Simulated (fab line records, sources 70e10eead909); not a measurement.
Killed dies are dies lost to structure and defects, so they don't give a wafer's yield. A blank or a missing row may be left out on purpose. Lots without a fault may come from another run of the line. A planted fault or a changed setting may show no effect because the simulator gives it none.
A struck lot beside a sound one | flow nand_harc | 24 steps out of a route of 1302
Sound: wafers L765.1, L765.5, L765.6. Struck: wafers L778.4, L778.5, L778.6. The cause comes at the end.
At each step with rows: each side's tool, then ch and its chambers, then its first start. Under that, the readings that differ: sound wafers | struck wafers | difference of the means | sigmas: that difference in standard deviations of wafers without a fault.
alike: readings whose means differ by less than 2 such deviations, and words and numbers that are the same on both sides. not compared: withheld readings, readings that some wafer has no value for, bounds like >300 that may hide the same value, and numbers for which the record gives no deviation and whose values overlap.
The two part at a step that has a row with sigmas, a row that says differs or no value, or rows on one side only. Numbers that don't overlap but have no deviation are shown without sigmas and don't part them. A reading that every wafer of one side lacks parts them only if that side has two wafers or more.

NHARC_P_CONTACT_DEP_00: deposits SiO2, target thk 500 nm.
  sound on pecvd-03 ch 1,2; struck on pecvd-02 ch 0,1,2
  alike: heater_power_outer_w, heater_power_w, throttle_valve_pct
NHARC_P_CONTACT_CMP_01: polishes SiO2, target thk 200 nm.
  sound on cmp-03 ch 0,1,3, day 6 12:13; struck on cmp-04 ch 1,2,3, day 12 03:35
  alike: motor_current_A, slurry_filter_dp_kPa
then, 9 steps without rows for these wafers: NHARC_P_CONTACT_SRD_03; NHARC_P_CONTACT_DEHYDRATE_04 (time 120 s); NHARC_P_CONTACT_HMDS_05 (time 30 s); NHARC_P_CONTACT_COAT_33 (time 75 s); NHARC_P_CONTACT_COAT_34 (time 65 s); NHARC_P_CONTACT_COAT_06 (resist thk 90 nm); NHARC_P_CONTACT_SOFTBAKE_07 (time 55 s); NHARC_P_CONTACT_EBR_08; NHARC_P_CONTACT_EXPOSE_09 (exposes mask P CA, target cd 90 nm).
NHARC_P_CONTACT_PEB_10: peb time 65 s.
  sound on litho_track-06 ch 0, day 6 12:55; struck on litho_track-04 ch 0, day 12 04:17
  reading                  | sound               | struck               | difference | sigmas
  heater_power_total_W (W) | 157.1 155.9 156.7   | 163.9 164.6 164.1    | +7.6       | +18
  plate_temp_C (C)         | 100.13 99.99 100.16 | 103.54 103.39 103.48 | +3.38      | +26
then, 1 step without rows for these wafers: NHARC_P_CONTACT_DEVELOP_11 (develop time 35 s).
NHARC_P_CONTACT_CD_MEAS_12: target cd 90 nm.
  sound on cd_sem-03 ch 0, day 6 13:00; struck on cd_sem-03 ch 0, day 12 04:22
  reading    | sound          | struck            | difference | sigmas
  cd_nm (nm) | 89.9 90.8 89.9 | 102.0 103.3 102.9 | +12.5      | +20
NHARC_P_CONTACT_OVL_MEAS_13:
  sound on overlay-02, day 6 13:05; struck on overlay-02, day 12 04:27
  reading           | sound          | struck      | difference | sigmas
  overlay_y_nm (nm) | -1.1 -0.9 -0.7 | 0.7 0.4 0.8 | +1.5       | +2
  alike: overlay_x_nm
NHARC_P_CONTACT_INSPECT_14:
  sound on defect_inspect-01, day 6 13:07; struck on defect_inspect-02, day 12 04:29
  alike: raw_defect_count
NHARC_P_CONTACT_DESCUM_17: chemistry O2, time 3 s.
  sound on rie_diel-08 ch 2,3, day 6 13:11; struck on rie_diel-08 ch 0,1,2, day 12 04:34
  reading                    | sound            | struck            | difference | sigmas
  model.P_CONTACT.cd_nm (nm) | 89.9 90.76 89.25 | 102.9 102.9 103.7 | +13.2      |
  alike: drypump_motor_current_A, oes_product_au, rf_vpp_V, showerhead_plenum_p_Torr, throttle_valve_pct
  not compared: rf_hours_counter_h
NHARC_P_CONTACT_ETCH_35: etches the open film in CF4, target depth 39 nm, time 65 s.
  sound on rie_diel-08 ch 1,2,3, day 6 13:17; struck on rie_diel-08 ch 0,3, day 12 04:38
  alike: drypump_motor_current_A, oes_product_au, rf_vpp_V, showerhead_plenum_p_Torr, throttle_valve_pct
  not compared: rf_hours_counter_h
NHARC_P_CONTACT_ETCH_36: etches the open film in N2/H2, target depth 260 nm, time 406.25 s.
  sound on rie_diel-08 ch 1,2,3; struck on rie_diel-08 ch 1,2
  reading                | sound                | struck               | difference | sigmas
  throttle_valve_pct (%) | 14.173 14.162 14.139 | 14.191 14.172 14.167 | +0.019     | +2
  alike: drypump_motor_current_A, oes_product_au, rf_vpp_V, showerhead_plenum_p_Torr
  not compared: rf_hours_counter_h
NHARC_P_CONTACT_ETCH_18: etches the open film in C4F8/O2/Ar, target depth 481 nm, time 240.5 s.
  sound on rie_diel-08 ch 1,2; struck on rie_diel-08 ch 1,2
  alike: oes_product_au, rf_vpp_V
  not compared: rf_hours_counter_h
then, 1 step without rows for these wafers: NHARC_P_CONTACT_STRIP_37 (strips in C4F8/O2/Ar).
NHARC_P_CONTACT_ETCH_31: etches the open film in CH3F/O2, target depth 30 nm, time 85.7 s.
  sound on rie_diel-08 ch 1,2; struck on rie_diel-08 ch 1,2,3
  reading                    | sound             | struck            | difference | sigmas
  model.P_CONTACT.cd_nm (nm) | 89.31 90.89 88.12 | 101.6 101.7 105.2 | +13.4      |
  alike: drypump_motor_current_A, oes_product_au, rf_vpp_V, showerhead_plenum_p_Torr, throttle_valve_pct
  not compared: rf_hours_counter_h
NHARC_P_CONTACT_CD_MEAS_19:
  sound on cd_sem-02, day 6 14:12; struck on cd_sem-01, day 12 05:26
  reading    | sound          | struck            | difference | sigmas
  cd_nm (nm) | 89.3 90.6 88.2 | 102.2 101.4 105.3 | +13.6      | +8
-- the record jumps here: 19 days lie between the struck wafers' starts before and after (it left off in module P_CONTACT and takes up again in module END, whose first step shown is number 1302 of the route) --
NHARC_END_SORT_01:
  the record has rows for the struck wafers here (prober-02 ch 0, day 31 08:59) and none for the sound ones

WHERE THEY PART
First at NHARC_P_CONTACT_PEB_10; last, within this record, at NHARC_END_SORT_01.

WHY: what the simulator had put in
Process parameter drift: litho_track-04, from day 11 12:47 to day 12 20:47, at NHARC_P_CONTACT_PEB_10. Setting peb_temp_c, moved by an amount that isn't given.
